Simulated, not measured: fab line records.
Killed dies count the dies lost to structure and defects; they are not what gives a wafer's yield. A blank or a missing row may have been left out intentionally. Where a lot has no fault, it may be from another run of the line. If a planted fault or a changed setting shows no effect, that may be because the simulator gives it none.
fab line records -- flow nandHarc
record: lots: 5, wafers: 15, lastDay: 33
route steps=1302 shown THIN_TSV@1282
lots that met no fault: from a run of the same line without faults
startH: the number of hours between the record's first day and the start of the first shown wafer of the lot -- waitH: hours since the lot's step before -- " same as the row above -- L1.1+2: one row covering several wafers at once -- - value missing, or start not given -- * or withheld: withheld -- < > ~ a bound
route shown NAME@n: names a module that has steps shown in the file, with the first one's number in the route -- usual: mean/standard deviation of fault-free wafers -- same: alike in all rows -- chamber/n: place in a boat -- sites: per-site readings -- _std_site: their standard deviation -- _edge_site: mean of outer sites minus mean of inner sites -- radiusMm: how far each site lies from the wafer's centre -- mask NAME#n: copy n -- behind: the tool/chamber that last shaped the wafer -- hold: why the lot went on hold/how many hours it stayed there/how the hold came to an end -- device: the n, p or np transistor that did not switch -- end of line: the same wafers' tests at the end of the route -- a step with no rows: only its recipe -- killed: count of dies lost to structure and defects at first sort (not the wafer's yield) -- map: a wafer's dies, marking killed ones x, the rest . and places with no die _
set.NAME: the setting that was run; set.NAME@STEP: the one run at that earlier step -- model.NAME: the simulator's own value behind a step, which no gauge read
certain route steps with their lots: each step a table, each wafer a row
services: from which hour (startH, from the record's first day; less than 0 if before it) a tool's chamber was out of use, for how many hours, and why
== steps ==
step: NHARC_THIN_TSV_PVD_24
recipe: targetThkA: 8000, powerW: withheld, chamberPressurePa: withheld, substrateTempC: withheld, timeS: withheld, gas: Ar, material: Al
step: NHARC_THIN_TSV_DEHYDRATE_25
recipe: tempC: 150, timeS: 120
step: NHARC_THIN_TSV_HMDS_26
recipe: timeS: 30
step: NHARC_THIN_TSV_COAT_27
recipe: spinRpm: *
step: NHARC_THIN_TSV_SOFTBAKE_28
recipe: tempC: 122, timeS: 95
step: NHARC_THIN_TSV_EBR_29
step: NHARC_THIN_TSV_EXPOSE_30
recipe: na: 0.55, doseMj: 11.47, maskId: PAD
step: NHARC_THIN_TSV_PEB_31
recipe: pebTempC: 118, pebTimeS: 85
step: NHARC_THIN_TSV_DEVELOP_32
recipe: timeS: 70
step: NHARC_THIN_TSV_CD_MEAS_33
recipe: targetCdNm: 5000, landingEnergyEv: 500
usual: cdNm: 4998.4/1.8
lot.wafer,tool,chamber,startH,waitH,cdNm
L689.2,cdSem-01,0,588.73,-,4999.4
L689.5,cdSem-01,0,588.73,-,5003.1
L689.6,cdSem-01,0,588.73,-,5000.8
L690.2,cdSem-01,0,603.15,-,4998.6
L690.3,cdSem-01,0,603.15,-,5000.3
L690.4,cdSem-01,0,603.15,-,4998.8
L705.1,cdSem-01,0,761.22,-,4996.6
L705.5,cdSem-01,0,761.22,-,4996.7
L705.6,cdSem-01,0,761.22,-,4995.9
L706.2,cdSem-02,0,762.60,-,4998.3
L706.3,cdSem-02,0,762.60,-,4999.5
L706.5,cdSem-02,0,762.60,-,5001.0
L708.1,cdSem-02,0,789.47,-,4998.4
L708.3,cdSem-02,0,789.47,-,4997.7
L708.5,cdSem-02,0,789.47,-,4999.0
step: NHARC_THIN_TSV_HARDBAKE_34
recipe: tempC: 125, timeS: 80
step: NHARC_THIN_TSV_DESCUM_35
recipe: timeS: 3, o2FlowSccm: 200, arFlowSccm: 0, biasPowerW: 0, chemistry: O2
usual: drypumpMotorCurrentA: 5.7/0.42, oesProductAu: 0.999/0.0098, rfVppV: 57.8/0.97, showerheadPlenumPTorr: 1.91/0.083, throttleValvePct: 11.310/0.0094
lot.wafer,tool,chamber,startH,waitH,drypumpMotorCurrentA,oesProductAu,rfHoursCounterH,rfVppV,showerheadPlenumPTorr,throttleValvePct
L689.2,rieDiel-12,0,588.90,-,5.8,1.001,7.8,58.4,2.00,11.316
L689.6,rieDiel-12,3,588.90,-,5.3,0.992,-,56.4,1.78,11.320
L689.5,rieDiel-12,0,588.90,-,5.8,0.999,-,58.0,2.00,11.321
L690.4,rieDiel-02,1,603.31,-,5.8,1.006,1.0,57.5,1.88,11.294
L690.2,rieDiel-02,3,603.31,-,6.4,1.012,1.1,57.7,2.04,11.313
L690.3,rieDiel-02,0,603.31,-,6.1,0.983,1.1,58.9,1.96,11.297
L705.1,rieDiel-12,1,761.39,-,5.5,0.997,8.9,57.1,1.87,11.303
L705.6,rieDiel-12,0,761.39,-,5.8,0.994,-,57.2,2.00,11.293
L705.5,rieDiel-12,1,761.39,-,5.6,1.001,-,59.4,1.87,11.317
L706.3,rieDiel-04,0,762.76,-,5.4,1.003,2.2,57.1,1.91,11.309
L706.2,rieDiel-04,1,762.76,-,6.0,1.002,1.9,59.0,2.05,11.330
L706.5,rieDiel-04,1,762.76,-,6.0,0.989,-,58.9,2.05,11.303
L708.3,rieDiel-04,0,789.63,-,5.4,1.004,3.0,57.6,1.91,11.308
L708.1,rieDiel-04,1,789.63,-,6.0,1.003,3.2,58.1,2.05,11.318
L708.5,rieDiel-04,0,789.63,-,5.4,1.002,-,58.4,1.91,11.322
step: NHARC_THIN_TSV_ETCH_59
recipe: targetDepthA: 8800, icpW: 900, biasW: 100, Cl2_flow_sccm: 60, bcl3FlowSccm: 30, timeS: 138.1, chemistry: Cl2/BCl3
usual: bcl3FlowSccm: 30.00/0.085, biasW: 100.02/0.28, drypumpMotorCurrentA: 5.4/0.43, oesProductAu: 1.002/0.01, throttleValvePct: 22.264/0.0091
lot.wafer,tool,chamber,startH,waitH,bcl3FlowSccm,biasW,drypumpMotorCurrentA,oesProductAu,rfHoursCounterH,throttleValvePct
L689.2,rieMetal-01,1,589.02,0.1,29.90,100.38,5.2,0.988,0.0,22.271
L689.5,rieMetal-01,1,589.02,0.1,29.99,100.31,5.2,0.996,-,22.257
L689.6,rieMetal-01,0,589.02,0.1,30.18,99.98,6.0,1.013,-,22.242
L690.2,rieMetal-01,0,603.44,0.1,29.95,99.80,6.0,1.005,0.5,22.277
L690.4,rieMetal-01,0,603.44,0.1,30.05,99.99,6.0,1.014,-,22.260
L690.3,rieMetal-01,1,603.44,0.1,30.05,99.49,5.2,0.988,-,22.281
L705.1,rieMetal-01,1,761.51,0.1,29.99,100.21,5.2,1.012,0.0,22.265
L705.6,rieMetal-01,1,761.51,0.1,29.94,100.01,5.2,1.004,-,22.266
L705.5,rieMetal-01,0,761.51,0.1,29.88,99.85,5.9,0.939,-,22.270
L706.2,rieMetal-03,0,762.92,0.1,29.99,99.89,4.8,0.996,1.2,22.272
L706.3,rieMetal-03,1,762.92,0.1,30.11,100.19,5.3,0.994,-,22.269
L706.5,rieMetal-03,1,762.92,0.1,30.13,100.52,5.2,0.996,-,22.268
L708.1,rieMetal-03,1,789.75,0.1,30.04,100.55,5.2,0.982,1.5,22.260
L708.3,rieMetal-03,1,789.75,0.1,30.03,100.18,5.2,0.982,-,22.271
L708.5,rieMetal-03,1,789.75,0.1,29.96,100.48,5.3,0.991,-,22.268
step: NHARC_THIN_TSV_ETCH_36
recipe: targetDepthA: 650, overEtchFrac: 0.3, timeS: 18.571, ionEnergyEv: 150, chemistry: Cl2/BCl3
usual: drypumpMotorCurrentA: 5.4/0.43, oesProductAu: 1.004/0.01
lot.wafer,tool,chamber,startH,waitH,drypumpMotorCurrentA,oesProductAu,rfHoursCounterH
L689.2,rieMetal-01,0,589.28,0.2,6.0,1.018,0.2
L689.6,rieMetal-01,1,589.28,0.2,5.2,1.006,-
L689.5,rieMetal-01,0,589.28,0.2,5.9,1.016,-
L690.2,rieMetal-01,0,603.69,0.2,6.0,1.012,0.6
L690.4,rieMetal-01,0,603.69,0.2,6.0,1.019,-
L690.3,rieMetal-01,1,603.69,0.2,5.2,1.005,-
L705.1,rieMetal-01,1,761.77,0.2,5.3,0.996,0.2
L705.5,rieMetal-01,1,761.77,0.2,5.2,1.002,-
L705.6,rieMetal-01,0,761.77,0.2,5.9,0.999,-
L706.2,rieMetal-03,0,763.15,0.2,4.8,1.001,1.3
L706.3,rieMetal-03,0,763.15,0.2,4.8,1.000,-
L706.5,rieMetal-03,0,763.15,0.2,4.8,1.004,-
L708.1,rieMetal-03,0,790.02,0.2,4.8,1.001,1.6
L708.3,rieMetal-03,0,790.02,0.2,4.8,0.995,-
L708.5,rieMetal-03,0,790.02,0.2,4.8,1.002,-
== services ==
tool,chamber,startH,hours,kind
rieDiel-02,-,570.70,9.0,pm
rieMetal-01,-,575.00,9.0,pm
rieMetal-01,0,575.00,9.0,ventCycle
rieMetal-01,1,575.00,9.0,ventCycle
rieMetal-01,0,584.00,-,clean
rieMetal-01,1,584.00,-,clean
rieDiel-12,1,607.24,4.2,repair
rieDiel-12,2,615.66,2.2,repair
rieDiel-12,-,622.40,9.0,pm
rieDiel-12,2,674.00,2.5,repair
rieDiel-02,1,675.58,3.3,repair
rieDiel-02,3,680.60,6.8,repair
rieMetal-03,1,684.42,3.8,repair
rieMetal-03,-,696.03,9.0,pm
rieDiel-04,0,703.66,10.1,repair
rieDiel-04,-,709.61,9.0,pm
rieDiel-02,-,747.70,9.0,pm
rieMetal-01,-,752.00,9.0,pm
rieMetal-01,0,752.00,9.0,ventCycle
rieMetal-01,1,752.00,9.0,ventCycle
rieMetal-01,0,761.00,-,clean
rieDiel-12,1,767.01,2.5,repair
rieDiel-04,2,768.89,2.6,repair
rieMetal-03,-,780.66,1.0,repair
== key ==
firstSign: step: NHARC_THIN_TSV_ETCH_59, reading: oesProductAu, direction: down, sigmas: 6.1, usual: 1.002, struck: 0.939
effect none on later readings
metAt NHARC_THIN_TSV_ETCH_59
struckWafers L705.5
laterRowsLeftOut L705.5
sortLeftOut L705.5
onsetBetween 603.44 761.51
fault: kind: processParameterDrift, tool: rieMetal-01, chamber: 0, onsetH: 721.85, steps: NHARC_THIN_TSV_ETCH_59, channel: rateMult, offset: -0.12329, shape: step
sortLeftOut: the simulated sort isn't trusted on such a fault, so these wafers' sort isn't shown, and their yield isn't known
laterRowsLeftOut: the simulator's readings of these wafers behind a module that went badly wrong aren't trusted and aren't shown, but for the sort
